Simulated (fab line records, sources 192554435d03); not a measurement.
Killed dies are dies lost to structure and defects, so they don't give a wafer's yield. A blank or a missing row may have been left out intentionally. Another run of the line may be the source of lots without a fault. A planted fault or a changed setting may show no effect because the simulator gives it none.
fab line records -- flow n5_finfet
[record] lots = 10, wafers = 30, last_day = 17
route steps=1938 shown BEOL_M14@1772 BEOL_M15@1786 MIM_BOT_LITHO@1858 PASSIVATION@1936
lots that met no fault: from a run of the same line without faults
start_h: hours from the record's opening day to when the first of the lot's shown wafers began -- wait_h: hours from the lot's prior step to this one -- " unchanged from the row above -- L1.1+2: several wafers, shown together as one row -- - no value, or no start given -- * or withheld: withheld -- < > ~ a bound
route shown NAME@n: names a module that has steps shown in the file, with the first one's number in the route -- usual: mean/standard deviation taken from wafers without a fault -- same: alike in all rows -- chamber/n: place in a boat -- sites: the reading at each site -- _std_site: the values' standard deviation -- _edge_site: outer sites' mean less inner sites' -- radius_mm: how far each site lies from the wafer's centre -- mask NAME#n: copy n -- behind: the last tool/chamber to shape the wafer -- hold: why the lot went on hold/how many hours it stayed there/how the hold came to an end -- device: transistor that didn't switch, given as n, p or np -- end of line: the tests these same wafers got at the end of their route -- a step without rows: its recipe alone -- killed: dies that structure and defects cost at the first sort, which is not the same as the wafer's yield -- map: per-die view of a wafer (x killed, . not killed, _ where there is no die)
set.NAME: the setting the step ran with; set.NAME@STEP: the setting that earlier step ran with -- model.NAME: the simulator's own value behind a step, which no gauge read
the route's steps for a sample of lots (tables are steps, rows are wafers)
services: a tool's chamber out of use, with start hour (start_h, from the record's first day; less than 0 if before it), hours out, and reason
[[steps]]
[step N5_BEOL_M14_INSPECT_55]
[recipe] inspect_instrument = darkfield, mode = post_dep
[usual] raw_defect_count = 64/21
lot.wafer,tool,chamber,start_h,wait_h,raw_defect_count
L187.2,defect_inspect-01,-,245.47,0.0,41
L187.3,defect_inspect-01,-,245.47,0.0,49
L187.4,defect_inspect-01,-,245.47,0.0,75
L190.1,defect_inspect-02,-,260.47,0.0,104
L190.4,defect_inspect-02,-,260.47,0.0,116
L190.6,defect_inspect-02,-,260.47,0.0,120
L191.1,defect_inspect-02,-,265.04,0.0,70
L191.3,defect_inspect-02,-,265.04,0.0,49
L191.6,defect_inspect-02,-,265.04,0.0,76
L192.1,defect_inspect-02,-,274.48,0.0,78
L192.3,defect_inspect-02,-,274.48,0.0,99
L192.5,defect_inspect-02,-,274.48,0.0,86
L193.1,defect_inspect-01,-,277.14,0.0,88
L193.2,defect_inspect-01,-,277.14,0.0,66
L193.4,defect_inspect-01,-,277.14,0.0,80
L197.1,defect_inspect-01,-,325.47,0.0,54
L197.3,defect_inspect-01,-,325.47,0.0,61
L197.6,defect_inspect-01,-,325.47,0.0,59
L199.2,defect_inspect-02,-,325.85,0.0,125
L199.3,defect_inspect-02,-,325.85,0.0,79
L199.4,defect_inspect-02,-,325.85,0.0,100
L200.2,defect_inspect-01,-,331.01,0.0,62
L200.4,defect_inspect-01,-,331.01,0.0,54
L200.6,defect_inspect-01,-,331.01,0.0,46
L208.1,defect_inspect-01,-,384.19,0.0,79
L208.3,defect_inspect-01,-,384.19,0.0,78
L208.4,defect_inspect-01,-,384.19,0.0,84
L209.1,defect_inspect-01,-,391.26,0.0,56
L209.2,defect_inspect-01,-,391.26,0.0,36
L209.3,defect_inspect-01,-,391.26,0.0,45
[step N5_BEOL_M15_DESCUM_15]
[recipe] chemistry = O2, time_s = 7.9, source_power_w = 50, bias_power_w = 20, pressure_mtorr = 20, rf_frequency_hz = 2.712e+07, temp_c = 40, o2_flow_sccm = 225
[usual] drypump_motor_current_A = 5.6/0.48, oes_product_au = 0.78/0.09, rf_vpp_V = 244.2/1.3, showerhead_plenum_p_Torr = 2.15/0.062, throttle_valve_pct = 20.48/0.27
lot.wafer,tool,chamber,start_h,wait_h,drypump_motor_current_A,oes_product_au,rf_hours_counter_h,rf_vpp_V,showerhead_plenum_p_Torr,throttle_valve_pct
L187.2,rie_diel-06,2,246.27,0.0,5.9,0.93,6,242.3,2.05,20.30
L187.3,rie_diel-06,0,246.27,0.0,5.1,0.72,175,240.2,1.98,20.41
L187.4,rie_diel-06,1,246.27,0.0,6.6,0.85,57,243.1,2.20,20.00
L190.1,rie_diel-02,1,261.15,0.0,5.6,0.95,23,244.7,2.22,20.67
L190.4,rie_diel-02,3,261.15,0.0,5.5,0.73,174,245.0,2.16,20.58
L190.6,rie_diel-02,1,261.15,0.0,5.6,0.94,-,244.3,2.22,20.67
L191.1,rie_diel-06,2,265.72,0.0,5.9,0.91,12,242.3,2.05,20.30
L191.3,rie_diel-06,3,265.72,0.0,6.5,0.72,181,244.3,2.17,20.30
L191.6,rie_diel-06,3,265.72,0.0,6.5,0.71,-,244.5,2.17,20.31
L192.1,rie_diel-02,2,275.15,0.0,5.0,0.92,29,246.2,2.21,19.98
L192.3,rie_diel-02,3,275.15,0.0,5.5,0.73,178,244.3,2.15,20.59
L192.5,rie_diel-02,3,275.15,0.0,5.5,0.72,-,244.9,2.16,20.58
L193.1,rie_diel-05,1,278.11,0.2,5.7,0.83,75,243.9,2.13,20.52
L193.2,rie_diel-05,0,278.11,0.2,6.1,0.69,245,240.4,1.96,20.61
L193.4,rie_diel-05,3,278.11,0.2,5.6,0.71,193,243.3,2.17,20.30
L197.1,rie_diel-02,2,326.28,0.2,5.0,0.89,42,244.0,2.20,20.02
L197.3,rie_diel-02,1,326.28,0.2,5.6,0.90,41,245.7,2.22,20.70
L197.6,rie_diel-02,0,326.28,0.2,5.2,0.71,-,244.5,2.17,20.91
L199.2,rie_diel-05,1,327.12,0.5,5.7,0.82,92,243.4,2.12,20.53
L199.3,rie_diel-05,2,327.12,0.5,5.0,0.69,237,243.8,2.13,20.81
L199.4,rie_diel-05,2,327.12,0.5,5.0,0.68,-,244.6,2.13,20.81
L200.2,rie_diel-05,2,332.17,0.4,5.0,0.68,240,245.7,2.13,20.83
L200.4,rie_diel-05,2,332.17,0.4,5.0,0.68,-,242.3,2.13,20.83
L200.6,rie_diel-05,3,332.17,0.4,5.6,0.70,-,243.3,2.16,20.34
L208.1,rie_diel-05,0,385.32,0.4,6.1,0.89,17,245.6,2.22,20.25
L208.3,rie_diel-05,1,385.32,0.4,5.7,0.80,113,242.5,2.11,20.60
L208.4,rie_diel-05,3,385.32,0.4,5.6,0.69,-,243.7,2.16,20.36
L209.1,rie_diel-02,0,391.94,0.0,5.2,0.70,219,243.8,2.16,20.93
L209.2,rie_diel-02,3,391.94,0.0,5.5,0.71,212,244.2,2.14,20.64
L209.3,rie_diel-02,2,391.94,0.0,5.0,0.86,60,246.2,2.19,20.04
[step N5_BEOL_M15_STRIP_62]
[recipe] chemistry = O2, power_w = 600, temp_c = 60, pressure_mtorr = 30, rf_frequency_hz = 6e+07, bias_power_w = 0, overash_fraction = 0.3, o2_flow_sccm = 225
[usual] drypump_motor_current_A = 5.5/0.44, oes_product_au = 0.78/0.088, rf_vpp_V = 3.6/0.44, showerhead_plenum_p_Torr = 2.16/0.064, throttle_valve_pct = 16.76/0.29
[same] overash_fraction = 0.3
lot.wafer,tool,chamber,start_h,wait_h,drypump_motor_current_A,oes_product_au,rf_hours_counter_h,rf_vpp_V,showerhead_plenum_p_Torr,throttle_valve_pct
L187.2,rie_diel-02,3,-,-,5.5,0.73,173,3.7,2.16,16.84
L187.3,rie_diel-02,0,-,-,5.2,0.73,179,3.3,2.18,17.12
L187.4,rie_diel-02,1,-,-,5.6,0.95,22,2.9,2.23,16.80
L190.1,rie_diel-05,1,-,-,5.7,0.83,72,3.6,2.13,16.72
L190.4,rie_diel-05,2,-,-,5.0,0.70,217,3.7,2.14,17.06
L190.6,rie_diel-05,2,-,-,5.0,0.70,-,3.4,2.14,17.05
L191.1,rie_diel-02,0,-,-,5.2,0.73,182,4.1,2.18,17.15
L191.3,rie_diel-02,3,-,-,5.5,0.73,177,3.8,2.16,16.85
L191.6,rie_diel-02,2,-,-,5.0,0.91,-,3.1,2.21,16.25
L192.1,rie_diel-06,3,-,-,6.5,0.72,185,3.7,2.17,16.57
L192.3,rie_diel-06,2,-,-,5.9,0.90,16,3.8,2.05,16.53
L192.5,rie_diel-06,1,-,-,6.6,0.84,-,3.6,2.20,16.32
L193.1,rie_diel-05,2,-,-,5.0,0.69,221,4.3,2.14,17.05
L193.2,rie_diel-05,3,-,-,5.6,0.71,194,3.3,2.18,16.54
L193.4,rie_diel-05,1,-,-,5.7,0.84,76,3.4,2.13,16.73
L197.1,rie_diel-02,1,-,-,5.6,0.90,42,4.7,2.22,16.83
L197.3,rie_diel-02,3,-,-,5.5,0.71,193,3.7,2.15,16.89
L197.6,rie_diel-02,0,-,-,5.2,0.71,-,4.1,2.17,17.18
L199.2,rie_diel-06,0,-,-,5.1,0.70,200,3.8,1.98,16.75
L199.3,rie_diel-06,2,-,-,5.9,0.89,28,3.6,2.05,16.56
L199.4,rie_diel-06,3,-,-,6.4,0.71,201,3.6,2.16,16.60
L200.2,rie_diel-02,3,-,-,5.5,0.71,196,2.9,2.15,16.88
L200.4,rie_diel-02,1,-,-,5.6,0.89,45,4.4,2.22,16.84
L200.6,rie_diel-02,2,-,-,5.0,0.89,-,3.5,2.20,16.28
L208.1,rie_diel-02,0,-,-,5.2,0.70,217,3.4,2.17,17.21
L208.3,rie_diel-02,3,-,-,5.5,0.71,210,3.9,2.15,16.90
L208.4,rie_diel-02,1,-,-,5.7,0.88,59,3.6,2.22,16.88
L209.1,rie_diel-06,2,-,-,5.9,0.84,49,3.6,2.04,16.60
L209.2,rie_diel-06,3,-,-,6.5,0.69,222,3.8,2.16,16.63
L209.3,rie_diel-06,1,-,-,6.6,0.79,101,3.3,2.19,16.37
[step N5_MIM_BOT_LITHO_EXPOSE_05]
[recipe] mask_id = MIM_BOT, na = 0.55, source_shape = conventional, sigma_outer = 0.8, polarization = unpolarized, dose_mj = 24.25
[usual] stage_vel_mm_s = 500.00/0.26
lot.wafer,tool,chamber,start_h,wait_h,mask,stage_vel_mm_s
L187.2,krf_scanner-02,0,265.26,-,MIM_BOT#0,499.88
L187.3,krf_scanner-02,0,265.26,-,MIM_BOT#0,500.01
L187.4,krf_scanner-02,0,265.26,-,MIM_BOT#0,500.21
L190.1,krf_scanner-02,0,275.03,-,MIM_BOT#0,500.22
L190.4,krf_scanner-02,0,275.03,-,MIM_BOT#0,500.39
L190.6,krf_scanner-02,0,275.03,-,MIM_BOT#0,500.46
L191.1,krf_scanner-01,0,275.30,-,MIM_BOT#0,500.11
L191.3,krf_scanner-01,0,275.30,-,MIM_BOT#0,500.14
L191.6,krf_scanner-01,0,275.30,-,MIM_BOT#0,500.01
L192.1,krf_scanner-02,0,285.01,-,MIM_BOT#0,499.82
L192.3,krf_scanner-02,0,285.01,-,MIM_BOT#0,499.50
L192.5,krf_scanner-02,0,285.01,-,MIM_BOT#0,499.46
L193.1,krf_scanner-02,0,285.34,-,MIM_BOT#0,500.10
L193.2,krf_scanner-02,0,285.34,-,MIM_BOT#0,499.75
L193.4,krf_scanner-02,0,285.34,-,MIM_BOT#0,500.01
L197.1,krf_scanner-01,0,335.09,-,MIM_BOT#0,499.99
L197.3,krf_scanner-01,0,335.09,-,MIM_BOT#0,499.80
L197.6,krf_scanner-01,0,335.09,-,MIM_BOT#0,500.04
L199.2,krf_scanner-01,0,336.11,-,MIM_BOT#0,499.91
L199.3,krf_scanner-01,0,336.11,-,MIM_BOT#0,500.24
L199.4,krf_scanner-01,0,336.11,-,MIM_BOT#0,500.25
L200.2,krf_scanner-01,0,344.09,-,MIM_BOT#0,500.20
L200.4,krf_scanner-01,0,344.09,-,MIM_BOT#0,500.19
L200.6,krf_scanner-01,0,344.09,-,MIM_BOT#0,499.62
L208.1,krf_scanner-01,0,397.03,-,MIM_BOT#0,500.06
L208.3,krf_scanner-01,0,397.03,-,MIM_BOT#0,500.00
L208.4,krf_scanner-01,0,397.03,-,MIM_BOT#0,499.96
L209.1,krf_scanner-01,0,401.01,-,MIM_BOT#0,500.09
L209.2,krf_scanner-01,0,401.01,-,MIM_BOT#0,500.21
L209.3,krf_scanner-01,0,401.01,-,MIM_BOT#0,500.26
[step N5_MIM_BOT_LITHO_OVL_MEAS_11]
[recipe] points_per_wafer = 44
[usual] MIM_BOT_OVL = 0/5.2
lot.wafer,tool,chamber,start_h,wait_h,MIM_BOT_OVL[nm]
L187.2,overlay-02,0,265.46,0.0,2
L187.3,overlay-02,0,265.46,0.0,-3
L187.4,overlay-02,0,265.46,0.0,3
L190.1,overlay-02,0,275.23,0.0,1
L190.4,overlay-02,0,275.23,0.0,-4
L190.6,overlay-02,0,275.23,0.0,-6
L191.1,overlay-01,0,275.50,0.0,4
L191.3,overlay-01,0,275.50,0.0,4
L191.6,overlay-01,0,275.50,0.0,2
L192.1,overlay-01,0,285.22,0.0,2
L192.3,overlay-01,0,285.22,0.0,8
L192.5,overlay-01,0,285.22,0.0,5
L193.1,overlay-02,0,285.54,0.0,10
L193.2,overlay-02,0,285.54,0.0,5
L193.4,overlay-02,0,285.54,0.0,3
L197.1,overlay-01,0,335.29,0.0,12
L197.3,overlay-01,0,335.29,0.0,3
L197.6,overlay-01,0,335.29,0.0,10
L199.2,overlay-01,0,336.31,0.0,1
L199.3,overlay-01,0,336.31,0.0,3
L199.4,overlay-01,0,336.31,0.0,2
L200.2,overlay-01,0,344.29,0.0,-5
L200.4,overlay-01,0,344.29,0.0,-8
L200.6,overlay-01,0,344.29,0.0,-2
L208.1,overlay-01,0,397.24,0.0,186
L208.3,overlay-01,0,397.24,0.0,181
L208.4,overlay-01,0,397.24,0.0,180
L209.1,overlay-02,0,401.21,0.0,176
L209.2,overlay-02,0,401.21,0.0,178
L209.3,overlay-02,0,401.21,0.0,169
[step N5_PASSIVATION_PROBE_49]
[usual] defect_limited_yield = 91.4/1.4, killed_at_M0_to_M3 = 31/10, killed_at_M4_up = 14/5.6, killed_at_contacts = 13/6.3, killed_at_front_end = 39/10, killed_at_other = 4/3.1, killed_dies = 101/16, killed_open = 65/13, killed_short = 34/7.2, sort_bin_4_leakage = 0.00/0.007, sort_bin_5_function = 5.1/0.88, sort_bin_6_memory = 3.2/0.66, sort_n_pass = 1079/16, sort_yield_pct = 91.4/1.4
[same] gross_dies = 1180, killed_at_back_side = 0, sort_bin_8_speed[%] = 0
lot.wafer,tool,chamber,start_h,wait_h,defect_limited_yield[%],killed_at_M0_to_M3,killed_at_M4_up,killed_at_contacts,killed_at_front_end,killed_at_other,killed_dies,killed_open,killed_short,sort_bin_4_leakage[%],sort_bin_5_function[%],sort_bin_6_memory[%],sort_n_pass,sort_yield_pct[%]
L197.1,prober-01,-,344.96,0.0,92.5,33,14,16,24,2,89,61,28,0,3.9,3.2,1091,92.5
L197.3,prober-01,-,345.06,0.1,93.0,21,17,8,36,1,83,65,18,0,4.3,2.6,1097,93.0
L197.6,prober-01,-,345.21,0.3,92.8,28,20,11,26,0,85,57,28,0,4.7,2.3,1095,92.8
L199.2,prober-01,-,346.59,0.1,91.8,33,11,17,32,4,97,57,40,0,5.0,3.0,1083,91.8
L199.3,prober-01,-,346.64,0.1,88.9,55,21,18,37,0,131,81,47,0,6.9,3.6,1049,88.9
L199.4,prober-01,-,346.69,0.2,91.5,36,14,19,27,4,100,68,29,0,5.9,2.3,1080,91.5
L200.2,prober-02,-,356.06,0.1,88.0,49,17,10,55,11,142,93,46,0,6.9,4.7,1038,88.0
L200.4,prober-02,-,356.16,0.2,92.2,21,13,11,36,11,92,53,36,0,4.8,2.5,1088,92.2
L200.6,prober-02,-,356.26,0.3,90.1,32,18,8,51,8,117,79,34,0,5.4,4.1,1063,90.1
L208.1,prober-02,-,405.17,0.0,92.3,29,13,19,29,1,91,47,42,0,4.7,2.9,1089,92.3
L208.3,prober-02,-,405.27,0.1,92.3,28,12,10,36,5,91,56,30,0,4.2,2.6,1089,92.3
L208.4,prober-02,-,405.32,0.2,91.0,31,20,8,41,6,106,64,39,0,5.8,2.7,1074,91.0
// killed by level:class
L197.1 MOL_CONTACT_COAG:geometric_particle:open=13 BEOL_M3:geometric_particle:open=7 FIN_SAQP:geometric_particle:open=6 BEOL_M4:geometric_particle:open=6 BEOL_M1:geometric_particle:open=6 BEOL_M2:geometric_particle:open=5 STI_FIN_REVEAL:geometric_particle:open=4 BEOL_M0_SAQP:geometric_particle:open=4
L197.3 STI_FIN_REVEAL:geometric_particle:open=14 MOL_CONTACT_COAG:geometric_particle:open=8 BEOL_M2:geometric_particle:open=7 BEOL_M4:geometric_particle:open=7 FIN_SAQP:geometric_particle:open=5 BEOL_M0_SAQP:geometric_particle:open=4 STARTING-WAFER:geometric_particle:open=4 FIN_SAQP:geometric_particle:short=3
L197.6 BEOL_M4:geometric_particle:open=11 MOL_CONTACT_COAG:geometric_particle:open=8 BEOL_M0_SAQP:geometric_particle:short=8 STI_FIN_REVEAL:geometric_particle:open=7 DUMMY_GATE:geometric_particle:open=4 BEOL_M0_SAQP:geometric_particle:open=4 BEOL_M1:geometric_particle:open=4 BEOL_M3:geometric_particle:open=4
L199.2 BEOL_M0_SAQP:geometric_particle:short=13 MOL_CONTACT_COAG:geometric_particle:open=12 BEOL_M4:geometric_particle:open=8 FIN_SAQP:geometric_particle:open=7 BEOL_M0:geometric_particle:open=7 FIN_SAQP:geometric_particle:short=6 STI_FIN_REVEAL:geometric_particle:open=6 MOL_CONTACT_COAG:geometric_particle:short=5
L199.3 BEOL_M0_SAQP:geometric_particle:short=16 MOL_CONTACT_COAG:geometric_particle:open=16 FIN_SAQP:geometric_particle:short=12 BEOL_M0_SAQP:geometric_particle:open=10 BEOL_M3:geometric_particle:open=9 BEOL_M4:geometric_particle:open=9 STI_FIN_REVEAL:geometric_particle:open=7 BEOL_M5:geometric_particle:open=5
L199.4 MOL_CONTACT_COAG:geometric_particle:open=15 FIN_SAQP:geometric_particle:open=8 BEOL_M0_SAQP:geometric_particle:short=8 BEOL_M0_SAQP:geometric_particle:open=7 FIN_SAQP:geometric_particle:short=6 BEOL_M0:geometric_particle:open=6 STI_FIN_REVEAL:geometric_particle:open=4 BEOL_M1:geometric_particle:short=4
L200.2 BEOL_M0_SAQP:geometric_particle:short=16 BEOL_M0_SAQP:geometric_particle:open=14 DUMMY_GATE:geometric_particle:open=11 STI_FIN_REVEAL:geometric_particle:open=9 BEOL_M4:geometric_particle:open=9 MOL_CONTACT_COAG:geometric_particle:open=8 GATE_CUT:geometric_particle:short=7 BEOL_M2:geometric_particle:open=6
L200.4 MOL_CONTACT_COAG:geometric_particle:open=9 BEOL_M0_SAQP:geometric_particle:short=7 FIN_SAQP:geometric_particle:short=6 FIN_SAQP:geometric_particle:open=5 DUMMY_GATE:geometric_particle:short=5 DUMMY_GATE:geometric_particle:open=5 BEOL_M2:geometric_particle:open=5 BEOL_M4:geometric_particle:open=5
L200.6 FIN_SAQP:geometric_particle:open=13 BEOL_M0_SAQP:geometric_particle:open=12 GATE_CUT:geometric_particle:open=9 BEOL_M0_SAQP:geometric_particle:short=7 STI_FIN_REVEAL:geometric_particle:open=6 DUMMY_GATE:geometric_particle:open=6 MOL_CONTACT_COAG:geometric_particle:open=5 MIM_BOT:geometric_particle:open=4
L208.1 MOL_CONTACT_COAG:geometric_particle:open=13 BEOL_M0_SAQP:geometric_particle:short=9 GATE_CUT:geometric_particle:short=8 BEOL_M3:geometric_particle:open=7 MOL_CONTACT_COAG:geometric_particle:short=6 DUMMY_GATE:geometric_particle:open=5 FIN_SAQP:geometric_particle:open=4 BEOL_M6:geometric_particle:open=4
L208.3 FIN_SAQP:geometric_particle:short=12 BEOL_M0_SAQP:geometric_particle:open=10 MOL_CONTACT_COAG:geometric_particle:open=9 BEOL_M4:geometric_particle:open=6 BEOL_M1:geometric_particle:open=5 HKMG_FIN:area_etch=5 BEOL_M0_SAQP:geometric_particle:short=4 DUMMY_GATE:geometric_particle:open=3
L208.4 FIN_SAQP:geometric_particle:open=8 BEOL_M3:geometric_particle:open=8 FIN_SAQP:geometric_particle:short=7 GATE_CUT:geometric_particle:short=6 MOL_CONTACT_COAG:geometric_particle:open=6 BEOL_M2:geometric_particle:open=6 STARTING-WAFER:geometric_particle:open=6 BEOL_M3:geometric_particle:short=5
[[services]]
tool,chamber,start_h,hours,kind
krf_scanner-01,-,224.11,1.0,pm
krf_scanner-01,-,231.71,0.8,repair
krf_scanner-01,-,240.87,2.2,repair
krf_scanner-01,-,248.67,0.6,repair
krf_scanner-02,-,256.12,1.0,pm
krf_scanner-02,-,265.41,1.3,pm
krf_scanner-02,-,268.30,0.4,repair
krf_scanner-01,0,272.65,-,calibration
krf_scanner-01,-,273.47,1.3,pm
rie_diel-06,2,290.72,8.7,repair
krf_scanner-01,-,302.35,0.7,repair
rie_diel-05,0,302.92,10.6,repair
rie_diel-06,1,313.56,3.6,repair
rie_diel-06,-,324.61,2.8,pm
rie_diel-02,2,330.09,1.6,repair
krf_scanner-02,-,336.33,0.8,pm
rie_diel-06,0,339.69,7.4,repair
krf_scanner-01,-,339.85,0.8,pm
rie_diel-05,2,353.39,15.3,repair
krf_scanner-01,-,368.11,1.0,pm
rie_diel-05,2,377.23,-,clean
rie_diel-05,-,381.65,2.8,pm
rie_diel-06,2,385.88,2.4,repair
rie_diel-05,-,392.36,1.5,repair
[[key]]
[first_sign] step = N5_MIM_BOT_LITHO_OVL_MEAS_11, reading = MIM_BOT_OVL, direction = up, sigmas = 34, usual = 0, struck = 178
effect none on later readings
met_at N5_MIM_BOT_LITHO_EXPOSE_05
struck_lots L208,L209
not_acting_at N5_BEOL_M14_INSPECT_55,N5_BEOL_M15_DESCUM_15,N5_BEOL_M15_STRIP_62
onset_between 344.09 397.03
also_fits time
[fault] kind = scanner_matching_overlay, tool = krf_scanner-01, chamber = -, onset_h = 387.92, steps = N5_MIM_BOT_LITHO_EXPOSE_05, offset = 179.24
